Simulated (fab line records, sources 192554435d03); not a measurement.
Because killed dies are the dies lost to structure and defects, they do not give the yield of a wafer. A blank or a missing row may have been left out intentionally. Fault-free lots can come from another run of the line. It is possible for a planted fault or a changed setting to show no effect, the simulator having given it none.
Which tool did it? / flow n5-finfet / Sampling: 10 lots, 29 wafers, 5 of 1938 route steps

## WHAT THE GAUGES READ, wafer by wafer
N5_BEOL_M1_CD_MEAS_11: the cd target is 17.05 nm.
lot=L469; measured=day 6 15:00; on=cd-sem-03; cd-nm (nm)=17.15 17.05 16.84
lot=L472; measured=day 6 21:00; on=cd-sem-01; cd-nm (nm)=17.12 17.07 17.21
lot=L473; measured=day 7 01:53; on=cd-sem-02; cd-nm (nm)=16.60 17.32 16.37
lot=L477; measured=day 7 20:20; on=cd-sem-02; cd-nm (nm)=17.27 17.56 17.21
lot=L474; measured=day 7 20:59; on=cd-sem-02; cd-nm (nm)=17.19 16.94 17.39
lot=L476; measured=day 8 00:20; on=cd-sem-01; cd-nm (nm)=17.02 17.01 16.82
lot=L478; measured=day 8 04:34; on=cd-sem-03; cd-nm (nm)=16.86 16.59 16.40
lot=L482; measured=day 9 06:22; on=cd-sem-03; cd-nm (nm)=17.04 16.80
lot=L490; measured=day 11 19:52; on=cd-sem-01; cd-nm (nm)=16.91 16.83 17.09
lot=L492; measured=day 11 20:22; on=cd-sem-01; cd-nm (nm)=17.09 17.37 16.70

N5_BEOL_M1_INSPECT_13: inspects for defects (brightfield).
lot=L469; measured=day 6 15:05; on=defect-inspect-02; raw-defect-count=364 335 491
lot=L472; measured=day 6 21:05; on=defect-inspect-02; raw-defect-count=284 347 257
lot=L473; measured=day 7 01:59; on=defect-inspect-01; raw-defect-count=551 588 643
lot=L477; measured=day 7 20:25; on=defect-inspect-01; raw-defect-count=530 598 594
lot=L474; measured=day 7 21:04; on=defect-inspect-02; raw-defect-count=583 466 566
lot=L476; measured=day 8 00:25; on=defect-inspect-01; raw-defect-count=407 488 429
lot=L478; measured=day 8 04:40; on=defect-inspect-02; raw-defect-count=271 518 414
lot=L482; measured=day 9 06:27; on=defect-inspect-02; raw-defect-count=354 291
lot=L490; measured=day 11 19:58; on=defect-inspect-02; raw-defect-count=483 390 519
lot=L492; measured=day 11 20:26; on=defect-inspect-01; raw-defect-count=447 347 499

N5_BEOL_M4_RC_MEAS_101.
lot=L469; measured=day 10 20:59; on=prober-02; DIBL_N (mV/V)=35.1 39.1 37.9; DIBL_P (mV/V)=34 39 37; IOFF_N (nA/um)=0.13 0.20 0.18; IOFF_P (nA/um)=0.21 0.28 0.25; ION_N (uA/um)=659 675 673; ION_P (uA/um)=461 466 465; SS_N (mV/dec)=70.7 72.3 71.7; SS_P (mV/dec)=72.9 73.6 73.7; VT_N (mV)=250 248 248; VT_P (mV)=-249 -246 -245
lot=L472; measured=day 11 20:04; on=prober-01; DIBL_N (mV/V)=39.1 38.2 36.7; DIBL_P (mV/V)=42 40 39; IOFF_N (nA/um)=0.22 0.20 0.19; IOFF_P (nA/um)=0.29 0.26 0.26; ION_N (uA/um)=686 679 695; ION_P (uA/um)=468 465 481; SS_N (mV/dec)=72.3 72.0 71.3; SS_P (mV/dec)=74.4 73.7 73.7; VT_N (mV)=246 248 244; VT_P (mV)=-246 -246 -246
lot=L473; measured=day 12 16:52; on=prober-02; DIBL_N (mV/V)=35.8 34.3 34.7; DIBL_P (mV/V)=36 34 35; IOFF_N (nA/um)=0.15 0.13 0.14; IOFF_P (nA/um)=0.20 0.17 0.19; ION_N (uA/um)=674 669 677; ION_P (uA/um)=458 461 460; SS_N (mV/dec)=71.7 71.1 70.5; SS_P (mV/dec)=72.9 72.6 72.1; VT_N (mV)=249 249 249; VT_P (mV)=-251 -252 -251
lot=L477; measured=day 12 22:52; on=prober-02; DIBL_N (mV/V)=34.9 36.0 34.8; DIBL_P (mV/V)=34 36 33; IOFF_N (nA/um)=0.12 0.14 0.12; IOFF_P (nA/um)=0.15 0.19 0.15; ION_N (uA/um)=652 668 645; ION_P (uA/um)=444 456 439; SS_N (mV/dec)=70.7 71.9 70.9; SS_P (mV/dec)=71.9 73.5 72.9; VT_N (mV)=253 251 254; VT_P (mV)=-255 -255 -257
lot=L474; measured=day 13 01:20; on=prober-02; DIBL_N (mV/V)=37.0 38.4 36.7; DIBL_P (mV/V)=38 39 37; IOFF_N (nA/um)=0.19 0.20 0.19; IOFF_P (nA/um)=0.25 0.25 0.23; ION_N (uA/um)=671 679 683; ION_P (uA/um)=455 465 464; SS_N (mV/dec)=72.0 72.7 72.6; SS_P (mV/dec)=73.9 74.4 73.6; VT_N (mV)=246 249 250; VT_P (mV)=-247 -249 -249
lot=L476; measured=day 13 23:03; on=prober-02; DIBL_N (mV/V)=37.8 42.2 36.9; DIBL_P (mV/V)=38 44 37; IOFF_N (nA/um)=0.18 0.31 0.17; IOFF_P (nA/um)=0.23 0.34 0.22; ION_N (uA/um)=684 692 694; ION_P (uA/um)=470 471 468; SS_N (mV/dec)=72.6 73.7 71.5; SS_P (mV/dec)=73.9 76.2 73.5; VT_N (mV)=251 243 246; VT_P (mV)=-250 -247 -250
lot=L478; measured=day 14 01:37; on=prober-01; DIBL_N (mV/V)=31.5 30.9 30.0; DIBL_P (mV/V)=30 30 29; IOFF_N (nA/um)=0.09 0.09 0.09; IOFF_P (nA/um)=0.14 0.14 0.13; ION_N (uA/um)=645 657 653; ION_P (uA/um)=446 456 455; SS_N (mV/dec)=70.8 69.4 69.6; SS_P (mV/dec)=72.5 71.8 71.3; VT_N (mV)=257 254 256; VT_P (mV)=-254 -252 -255
lot=L482; measured=day 15 08:49; on=prober-02; DIBL_N (mV/V)=37.5 32.3; DIBL_P (mV/V)=37 30; IOFF_N (nA/um)=0.18 0.11; IOFF_P (nA/um)=0.23 0.14; ION_N (uA/um)=666 656; ION_P (uA/um)=457 448; SS_N (mV/dec)=72.6 70.9; SS_P (mV/dec)=73.9 71.3; VT_N (mV)=248 255; VT_P (mV)=-250 -256
lot=L490; measured=day 17 04:50; on=prober-02; DIBL_N (mV/V)=40.9 40.3 39.2; DIBL_P (mV/V)=44 43 41; IOFF_N (nA/um)=0.28 0.30 0.26; IOFF_P (nA/um)=0.38 0.36 0.31; ION_N (uA/um)=686 695 685; ION_P (uA/um)=469 472 464; SS_N (mV/dec)=73.0 72.4 72.8; SS_P (mV/dec)=75.4 74.8 75.0; VT_N (mV)=241 239 243; VT_P (mV)=-241 -240 -243
lot=L492; measured=day 17 10:15; on=prober-01; DIBL_N (mV/V)=37.5 40.1 37.4; DIBL_P (mV/V)=39 42 38; IOFF_N (nA/um)=0.20 0.24 0.19; IOFF_P (nA/um)=0.25 0.29 0.24; ION_N (uA/um)=683 679 681; ION_P (uA/um)=463 461 466; SS_N (mV/dec)=72.7 72.7 72.0; SS_P (mV/dec)=73.3 74.2 73.7; VT_N (mV)=246 246 247; VT_P (mV)=-248 -248 -247

## TOOL THAT RAN EACH LOT (tool first, then ch and the chambers of the sampled wafers, then the start)
lot=L469; N5_BEOL_M1_ETCH_74=rie-diel-02 ch 0,2,3, day 6 15:10; N5_BEOL_M1_HM_OPEN_17=rie-metal-01 ch 0,1, day 6 15:22
lot=L472; N5_BEOL_M1_ETCH_74=rie-diel-02 ch 0,1,3, day 6 21:10; N5_BEOL_M1_HM_OPEN_17=rie-metal-02 ch 0,1, day 6 21:22
lot=L473; N5_BEOL_M1_ETCH_74=rie-diel-06 ch 0,2,3, day 7 02:02; N5_BEOL_M1_HM_OPEN_17=rie-metal-03 ch 1, day 7 02:17
lot=L477; N5_BEOL_M1_ETCH_74=rie-diel-06 ch 1,2, day 7 20:42; N5_BEOL_M1_HM_OPEN_17=rie-metal-02 ch 0,1, day 7 20:57
lot=L474; N5_BEOL_M1_ETCH_74=rie-diel-02 ch 1,2, day 7 21:08; N5_BEOL_M1_HM_OPEN_17=rie-metal-03 ch 0,1, day 7 21:23
lot=L476; N5_BEOL_M1_ETCH_74=rie-diel-06 ch 0,1,2, day 8 00:43; N5_BEOL_M1_HM_OPEN_17=rie-metal-02 ch 0,1, day 8 00:59
lot=L478; N5_BEOL_M1_ETCH_74=rie-diel-06 ch 0,2, day 8 06:20; N5_BEOL_M1_HM_OPEN_17=rie-metal-01 ch 0,1, day 8 06:32
lot=L482; N5_BEOL_M1_ETCH_74=rie-diel-06 ch 1,2, day 9 06:31; N5_BEOL_M1_HM_OPEN_17=rie-metal-01 ch 0,1, day 9 06:47
lot=L490; N5_BEOL_M1_ETCH_74=rie-diel-02 ch 1,2, day 11 20:02; N5_BEOL_M1_HM_OPEN_17=rie-metal-03 ch 0,1, day 11 20:15
lot=L492; N5_BEOL_M1_ETCH_74=rie-diel-05 ch 1,2, day 11 20:37; N5_BEOL_M1_HM_OPEN_17=rie-metal-03 ch 0,1, day 11 20:51
- N5_BEOL_M1_ETCH_74: etches underlayer in N2/H2, target depth 6.5 nm, time 5.2 s.
- N5_BEOL_M1_HM_OPEN_17: chemistry Cl2/BCl3, target TiN, target depth 20 nm, overetch 6 nm.

## AS READ BY THE TOOLS THEMSELVES (means over the sampled wafers that have a number; for cases with no such wafer, the mark the record gives instead)
N5_BEOL_M1_ETCH_74.
lot=L469; tool=rie-diel-02; drypump-motor-current-A (A)=5.2; etch-rf-on-time-s (s)=5.31; h2-flow-sccm (sccm)=199.3; oes-product-au (a.u.)=0.64; rf-vpp-V (V)=521.8; showerhead-plenum-p-Torr (Torr)=2.51; throttle-valve-pct (%)=18.2
lot=L472; tool=rie-diel-02; drypump-motor-current-A (A)=5.7; etch-rf-on-time-s (s)=5.31; h2-flow-sccm (sccm)=200.3; oes-product-au (a.u.)=0.68; rf-vpp-V (V)=522.5; showerhead-plenum-p-Torr (Torr)=2.53; throttle-valve-pct (%)=18.1
lot=L473; tool=rie-diel-06; drypump-motor-current-A (A)=5.8; etch-rf-on-time-s (s)=5.15; h2-flow-sccm (sccm)=200.3; oes-product-au (a.u.)=0.62; rf-vpp-V (V)=523.9; showerhead-plenum-p-Torr (Torr)=2.56; throttle-valve-pct (%)=18.0
lot=L477; tool=rie-diel-06; drypump-motor-current-A (A)=5.6; etch-rf-on-time-s (s)=5.28; h2-flow-sccm (sccm)=200.4; oes-product-au (a.u.)=0.68; rf-vpp-V (V)=526.5; showerhead-plenum-p-Torr (Torr)=2.61; throttle-valve-pct (%)=17.5
lot=L474; tool=rie-diel-02; drypump-motor-current-A (A)=5.5; etch-rf-on-time-s (s)=5.50; h2-flow-sccm (sccm)=200.2; oes-product-au (a.u.)=0.63; rf-vpp-V (V)=525.9; showerhead-plenum-p-Torr (Torr)=2.64; throttle-valve-pct (%)=17.8
lot=L476; tool=rie-diel-06; drypump-motor-current-A (A)=5.6; etch-rf-on-time-s (s)=5.29; h2-flow-sccm (sccm)=199.9; oes-product-au (a.u.)=0.66; rf-vpp-V (V)=524.7; showerhead-plenum-p-Torr (Torr)=2.58; throttle-valve-pct (%)=17.8
lot=L478; tool=rie-diel-06; drypump-motor-current-A (A)=5.6; etch-rf-on-time-s (s)=5.64; h2-flow-sccm (sccm)=200.7; oes-product-au (a.u.)=0.61; rf-vpp-V (V)=523.4; showerhead-plenum-p-Torr (Torr)=2.52; throttle-valve-pct (%)=17.9
lot=L482; tool=rie-diel-06; drypump-motor-current-A (A)=5.5; etch-rf-on-time-s (s)=5.79; h2-flow-sccm (sccm)=200.3; oes-product-au (a.u.)=0.62; rf-vpp-V (V)=524.6; showerhead-plenum-p-Torr (Torr)=2.58; throttle-valve-pct (%)=17.6
lot=L490; tool=rie-diel-02; drypump-motor-current-A (A)=5.5; etch-rf-on-time-s (s)=5.53; h2-flow-sccm (sccm)=200.2; oes-product-au (a.u.)=0.61; rf-vpp-V (V)=526.8; showerhead-plenum-p-Torr (Torr)=2.63; throttle-valve-pct (%)=17.8
lot=L492; tool=rie-diel-05; drypump-motor-current-A (A)=5.9; etch-rf-on-time-s (s)=5.09; h2-flow-sccm (sccm)=199.7; oes-product-au (a.u.)=0.64; rf-vpp-V (V)=525.7; showerhead-plenum-p-Torr (Torr)=2.66; throttle-valve-pct (%)=18.1

N5_BEOL_M1_HM_OPEN_17.
lot=L469; tool=rie-metal-01; drypump-motor-current-A (A)=6.5; oes-product-au (a.u.)=0.64; throttle-valve-pct (%)=22.5
lot=L472; tool=rie-metal-02; drypump-motor-current-A (A)=6.0; oes-product-au (a.u.)=0.71; throttle-valve-pct (%)=22.0
lot=L473; tool=rie-metal-03; drypump-motor-current-A (A)=5.6; oes-product-au (a.u.)=0.61; throttle-valve-pct (%)=21.6
lot=L477; tool=rie-metal-02; drypump-motor-current-A (A)=6.3; oes-product-au (a.u.)=0.60; throttle-valve-pct (%)=22.2
lot=L474; tool=rie-metal-03; drypump-motor-current-A (A)=6.0; oes-product-au (a.u.)=0.75; throttle-valve-pct (%)=21.9
lot=L476; tool=rie-metal-02; drypump-motor-current-A (A)=6.0; oes-product-au (a.u.)=0.69; throttle-valve-pct (%)=22.1
lot=L478; tool=rie-metal-01; drypump-motor-current-A (A)=6.5; oes-product-au (a.u.)=0.62; throttle-valve-pct (%)=22.5
lot=L482; tool=rie-metal-01; drypump-motor-current-A (A)=6.3; oes-product-au (a.u.)=0.66; throttle-valve-pct (%)=22.4
lot=L490; tool=rie-metal-03; drypump-motor-current-A (A)=5.8; oes-product-au (a.u.)=0.65; throttle-valve-pct (%)=21.7
lot=L492; tool=rie-metal-03; drypump-motor-current-A (A)=6.0; oes-product-au (a.u.)=0.70; throttle-valve-pct (%)=21.9

## THE ANSWER, worked out from the rows above alone
Rule: what is usual is taken from the lots themselves. Put in order of their means at a reading, lots are off if they are a third of the lots or fewer, leave a main group of 4 or more, and stand apart from it by a gap of 3 or more times the standard deviation of the main group's means; of several such gaps the widest counts. If all means in a main group match to the digits the tables above print for the reading, that group is not used. Also off: a lot with no number at a reading for which 4 or more lots have one. Any other lot the step has rows for is counted as sound. After the gauges, taken in route order, come the tools' own readings; for these a lot's mean is taken, as printed above. At the first step where some lot is off, the reading lying furthest off is the one used; lots without a number count as furthest.
Across all readings shown, no lot is off: no conclusion can be drawn from this.

## WHAT THE SIMULATOR HAD PUT IN
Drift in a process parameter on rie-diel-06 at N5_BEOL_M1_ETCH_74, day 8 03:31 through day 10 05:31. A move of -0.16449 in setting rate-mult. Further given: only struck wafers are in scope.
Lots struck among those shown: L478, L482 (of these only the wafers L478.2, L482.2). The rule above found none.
